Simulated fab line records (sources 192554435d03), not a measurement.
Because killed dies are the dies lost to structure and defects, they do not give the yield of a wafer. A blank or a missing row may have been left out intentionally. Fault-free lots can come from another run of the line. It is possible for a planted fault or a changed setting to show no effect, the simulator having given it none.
fab line records | flow n5_finfet
[record] lots = 12 | wafers = 36 | last_day = 17
route steps=1938 shown BEOL_M4@1099 BEOL_M5@1119
lots with no fault: from the same line, run without faults
start_h: hours from the record's first day to the start of the lot's first wafer shown | wait_h: hours elapsed since this lot's preceding step | " the same as in the row above | L1.1+2: a single row standing in for several wafers | - no value present, or no start provided | * or withheld: withheld | < > ~ a bound
route shown NAME@n: names a module that has steps shown in the file, with the first one's number in the route | usual: the fault-free wafers' mean and standard deviation | same: alike in all rows | chamber/n: place in a boat | sites: readings site by site | _std_site: how widely they spread, as a standard deviation | _edge_site: mean of outer sites minus mean of inner sites | radius_mm: for every site, how far away it sits from the centre of the wafer | mask NAME#n: copy n | behind: the most recent tool/chamber to have shaped the wafer | hold: what put the lot on hold/how long, in hours/how the hold closed | device: transistor that didn't switch, given as n, p or np | end of line: the route-end tests of the same wafers | step lacking rows: just its recipe | killed: dies lost to structure and defects at the first sort, not the wafer's yield | map: shows each die of a wafer: x if killed, . if not, _ if none is there
set.NAME: the setting the step ran with; set.NAME@STEP: the setting that earlier step ran with | model.NAME: the simulator's own value behind a step, which no gauge read
the route's steps for a sample of lots (tables are steps, rows are wafers)
services: from which hour (start_h, from the record's first day; less than 0 if before it) a tool's chamber was out of use, for how many hours, and why
[[steps]]
[step N5_BEOL_M4_ANNEAL_95]
[recipe] temp_c = 400 | time_s = 240 | ambient = vacuum
[usual] heater_power_w = 786/39 | susceptor_temp_C = 400.02/0.23
lot.wafer | tool           | chamber | start_h | wait_h | heater_power_w | susceptor_temp_C
L641.1    | pvd_sputter-02 | -       | 181.88  | 0.0    | 827            | 399.79
L641.2    | "              | -       | "       | "      | 739            | 400.15
L641.6    | "              | -       | "       | "      | 823            | 399.91
L642.1    | pvd_sputter-03 | -       | 188.21  | 0.0    | 877            | 399.65
L642.4    | "              | -       | "       | "      | 780            | 399.80
L642.6    | "              | -       | "       | "      | 874            | 399.83
L643.4    | pvd_sputter-02 | -       | 193.96  | 0.0    | 728            | 399.89
L643.5    | "              | -       | "       | "      | 681            | 400.15
L643.6    | "              | -       | "       | "      | 822            | 399.88
L644.1    | pvd_sputter-01 | -       | 203.61  | 0.0    | 817            | 400.39
L644.3    | "              | -       | "       | "      | 753            | 400.21
L644.4    | "              | -       | "       | "      | 788            | 400.06
L645.2    | pvd_sputter-01 | -       | 212.40  | 0.0    | 820            | 399.84
L645.4    | "              | -       | "       | "      | 821            | 400.33
L645.6    | "              | -       | "       | "      | 813            | 399.92
L649.1    | pvd_sputter-02 | -       | 233.31  | 0.0    | 678            | 400.16
L649.2    | "              | -       | "       | "      | 812            | 399.55
L649.4    | "              | -       | "       | "      | 794            | 400.28
L650.1    | pvd_sputter-01 | -       | 239.95  | 0.0    | 765            | 399.88
L650.3    | "              | -       | "       | "      | 805            | 400.06
L650.4    | "              | -       | "       | "      | 794            | 399.95
L652.1    | pvd_sputter-03 | -       | 242.07  | 0.0    | 769            | 399.99
L652.2    | "              | -       | "       | "      | 778            | 399.90
L652.3    | "              | -       | "       | "      | 782            | 399.77
L653.1    | pvd_sputter-01 | -       | 261.98  | 0.0    | 795            | 400.20
L653.4    | "              | -       | "       | "      | 789            | 399.82
L653.6    | "              | -       | "       | "      | 816            | 400.36
L654.1    | pvd_sputter-01 | -       | 267.73  | 0.0    | 801            | 399.97
L654.2    | "              | -       | "       | "      | 785            | 400.12
L654.5    | "              | -       | "       | "      | 802            | 399.95
L655.3    | pvd_sputter-01 | -       | 270.75  | 0.0    | 768            | 399.90
L655.4    | "              | -       | "       | "      | 785            | 400.13
L655.6    | "              | -       | "       | "      | 786            | 400.06
L660.1    | pvd_sputter-02 | -       | 302.05  | 0.0    | 798            | 399.88
L660.3    | "              | -       | "       | "      | 752            | 399.66
L660.5    | "              | -       | "       | "      | 812            | 400.03
[step N5_BEOL_M5_COAT_71]
[recipe] resist = underlayer | temp_c = 205 | time_s = 60 | spin_rpm = 1500 | resist_thk_nm = 5
[usual] chill_plate_temp_C = 22.99/0.11 | spin_speed_rpm = 1499.9/0.91
lot.wafer | tool           | chamber | start_h | wait_h | chill_plate_temp_C | spin_speed_rpm
L641.1    | litho_track-05 | 0       | 186.01  | -      | 23.05              | 1500.5
L641.2    | "              | 0       | "       | "      | 22.84              | 1499.0
L641.6    | "              | 0       | "       | "      | 22.84              | 1499.3
L642.1    | litho_track-02 | 0       | 192.49  | -      | 23.03              | 1499.7
L642.4    | "              | 0       | "       | "      | 22.86              | 1499.9
L642.6    | "              | 0       | "       | "      | 23.05              | 1498.4
L643.4    | litho_track-01 | 0       | 200.51  | -      | 22.87              | 1499.8
L643.5    | "              | 0       | "       | "      | 22.88              | 1499.1
L643.6    | "              | 0       | "       | "      | 22.84              | 1499.4
L644.1    | litho_track-05 | 0       | 207.85  | -      | 23.02              | 1500.7
L644.3    | "              | 0       | "       | "      | 23.03              | 1500.3
L644.4    | "              | 0       | "       | "      | 23.02              | 1498.4
L645.2    | litho_track-05 | 0       | 218.55  | -      | 22.93              | 1500.2
L645.4    | "              | 0       | "       | "      | 22.92              | 1499.2
L645.6    | "              | 0       | "       | "      | 22.92              | 1500.6
L649.1    | litho_track-05 | 0       | 236.68  | -      | 22.92              | 1662.4
L649.2    | "              | 0       | "       | "      | 22.90              | 1663.1
L649.4    | "              | 0       | "       | "      | 23.02              | 1663.7
L650.1    | litho_track-05 | 0       | 244.00  | -      | 23.12              | 1663.7
L650.3    | "              | 0       | "       | "      | 23.12              | 1664.3
L650.4    | "              | 0       | "       | "      | 23.16              | 1664.3
L652.1    | litho_track-01 | 0       | 246.95  | -      | 22.99              | 1500.4
L652.2    | "              | 0       | "       | "      | 22.89              | 1500.1
L652.3    | "              | 0       | "       | "      | 22.89              | 1500.5
L653.1    | litho_track-01 | 0       | 267.00  | -      | 22.82              | 1499.3
L653.4    | "              | 0       | "       | "      | 23.10              | 1502.6
L653.6    | "              | 0       | "       | "      | 22.99              | 1500.1
L654.1    | litho_track-01 | 0       | 272.14  | -      | 23.04              | 1500.6
L654.2    | "              | 0       | "       | "      | 23.02              | 1501.3
L654.5    | "              | 0       | "       | "      | 23.05              | 1502.1
L655.3    | litho_track-02 | 0       | 275.16  | -      | 22.92              | 1500.7
L655.4    | "              | 0       | "       | "      | 22.92              | 1499.4
L655.6    | "              | 0       | "       | "      | 22.92              | 1501.2
L660.1    | litho_track-02 | 0       | 306.37  | -      | 22.96              | 1500.0
L660.3    | "              | 0       | "       | "      | 23.05              | 1499.8
L660.5    | "              | 0       | "       | "      | 23.15              | 1500.1
[step N5_BEOL_M5_CD_MEAS_11]
[recipe] target_cd_nm = 27.74 | landing_energy_ev = 500 | detector = se_inlens
[usual] cd_nm = 27.94/0.25
lot.wafer | tool      | chamber | start_h | wait_h | cd_nm
L641.1    | cd_sem-01 | 0       | 186.39  | -      | 27.99
L641.2    | "         | 0       | "       | "      | 27.70
L641.6    | "         | 0       | "       | "      | 27.65
L642.1    | cd_sem-02 | 0       | 192.75  | -      | 27.93
L642.4    | "         | 0       | "       | "      | 27.66
L642.6    | "         | 0       | "       | "      | 27.93
L643.4    | cd_sem-01 | 0       | 200.90  | -      | 27.82
L643.5    | "         | 0       | "       | "      | 27.47
L643.6    | "         | 0       | "       | "      | 27.79
L644.1    | cd_sem-03 | 0       | 208.11  | -      | 27.64
L644.3    | "         | 0       | "       | "      | 28.11
L644.4    | "         | 0       | "       | "      | 27.96
L645.2    | cd_sem-02 | 0       | 218.81  | -      | 28.35
L645.4    | "         | 0       | "       | "      | 28.36
L645.6    | "         | 0       | "       | "      | 28.11
L649.1    | cd_sem-03 | 0       | 236.94  | -      | 27.85
L649.2    | "         | 0       | "       | "      | 28.11
L649.4    | "         | 0       | "       | "      | 27.63
L650.1    | cd_sem-02 | 0       | 244.26  | -      | 27.99
L650.3    | "         | 0       | "       | "      | 27.68
L650.4    | "         | 0       | "       | "      | 28.12
L652.1    | cd_sem-03 | 0       | 247.33  | -      | 28.31
L652.2    | "         | 0       | "       | "      | 28.34
L652.3    | "         | 0       | "       | "      | 27.86
L653.1    | cd_sem-01 | 0       | 267.38  | -      | 28.26
L653.4    | "         | 0       | "       | "      | 28.24
L653.6    | "         | 0       | "       | "      | 27.83
L654.1    | cd_sem-01 | 0       | 272.40  | -      | 27.77
L654.2    | "         | 0       | "       | "      | 27.54
L654.5    | "         | 0       | "       | "      | 27.41
L655.3    | cd_sem-03 | 0       | 275.49  | -      | 27.90
L655.4    | "         | 0       | "       | "      | 27.97
L655.6    | "         | 0       | "       | "      | 27.77
L660.1    | cd_sem-02 | 0       | 306.63  | -      | 27.75
L660.3    | "         | 0       | "       | "      | 28.01
L660.5    | "         | 0       | "       | "      | 28.08
[step N5_BEOL_M5_OVL_MEAS_12]
[recipe] points_per_wafer = 522
[usual] M5_OVL = -0.2/0.63
lot.wafer | tool       | chamber | start_h | wait_h | M5_OVL[nm]
L641.1    | overlay-01 | 0       | 186.42  | 0.0    | 0.2
L641.2    | "          | 0       | "       | "      | 0.9
L641.6    | "          | 0       | "       | "      | -0.7
L642.1    | overlay-02 | 0       | 192.78  | 0.0    | 1.3
L642.4    | "          | 0       | "       | "      | 0.3
L642.6    | "          | 0       | "       | "      | 0.5
L643.4    | overlay-01 | 0       | 200.95  | 0.0    | -2.4
L643.5    | "          | 0       | "       | "      | -0.1
L643.6    | "          | 0       | "       | "      | -1.4
L644.1    | overlay-02 | 0       | 208.14  | 0.0    | -0.4
L644.3    | "          | 0       | "       | "      | 0.4
L644.4    | "          | 0       | "       | "      | 0.8
L645.2    | overlay-01 | 0       | 218.85  | 0.0    | 0.1
L645.4    | "          | 0       | "       | "      | -1.0
L645.6    | "          | 0       | "       | "      | 0.6
L649.1    | overlay-01 | 0       | 236.97  | 0.0    | -0.1
L649.2    | "          | 0       | "       | "      | 0.1
L649.4    | "          | 0       | "       | "      | -0.6
L650.1    | overlay-01 | 0       | 244.29  | 0.0    | -0.3
L650.3    | "          | 0       | "       | "      | 0.1
L650.4    | "          | 0       | "       | "      | -1.0
L652.1    | overlay-02 | 0       | 247.36  | 0.0    | 0.5
L652.2    | "          | 0       | "       | "      | 0.1
L652.3    | "          | 0       | "       | "      | 0.6
L653.1    | overlay-01 | 0       | 267.41  | 0.0    | -1.9
L653.4    | "          | 0       | "       | "      | -0.7
L653.6    | "          | 0       | "       | "      | -0.6
L654.1    | overlay-02 | 0       | 272.43  | 0.0    | 0.9
L654.2    | "          | 0       | "       | "      | -0.2
L654.5    | "          | 0       | "       | "      | -0.1
L655.3    | overlay-02 | 0       | 275.53  | 0.0    | 0.4
L655.4    | "          | 0       | "       | "      | 0.2
L655.6    | "          | 0       | "       | "      | -0.2
L660.1    | overlay-02 | 0       | 306.66  | 0.0    | -0.9
L660.3    | "          | 0       | "       | "      | -0.7
L660.5    | "          | 0       | "       | "      | -0.4
[[services]]
tool           | chamber | start_h | hours | kind
litho_track-05 | -       | 246.46  | -     | consumable_replace:filter
[[key]]
[first_sign] step = N5_BEOL_M5_COAT_71 | reading = spin_speed_rpm | direction = up | sigmas = 99+ | usual = * | struck = *
effect none on later readings
met_at N5_BEOL_M5_COAT_71
struck_lots L649,L650
rows_end L649.2
not_acting_at N5_BEOL_M4_ANNEAL_95,N5_BEOL_M5_CD_MEAS_11,N5_BEOL_M5_OVL_MEAS_12
onset_between 218.55 236.68
[earlier_fault] kind = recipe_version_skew | tool = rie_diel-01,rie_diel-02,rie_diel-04 | chamber = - | onset_h = 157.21 | steps = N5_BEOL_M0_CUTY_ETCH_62 | wrong_recipe.time_s = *
[fault] kind = process_parameter_drift | tool = litho_track-05 | chamber = - | onset_h = 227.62 | steps = N5_BEOL_M5_COAT_71 | channel = spin_rpm | offset = * | shape = step | acts_in = * | stated = *
// rows_end: these wafers met a further fault down the route, and their rows from its step on are left out
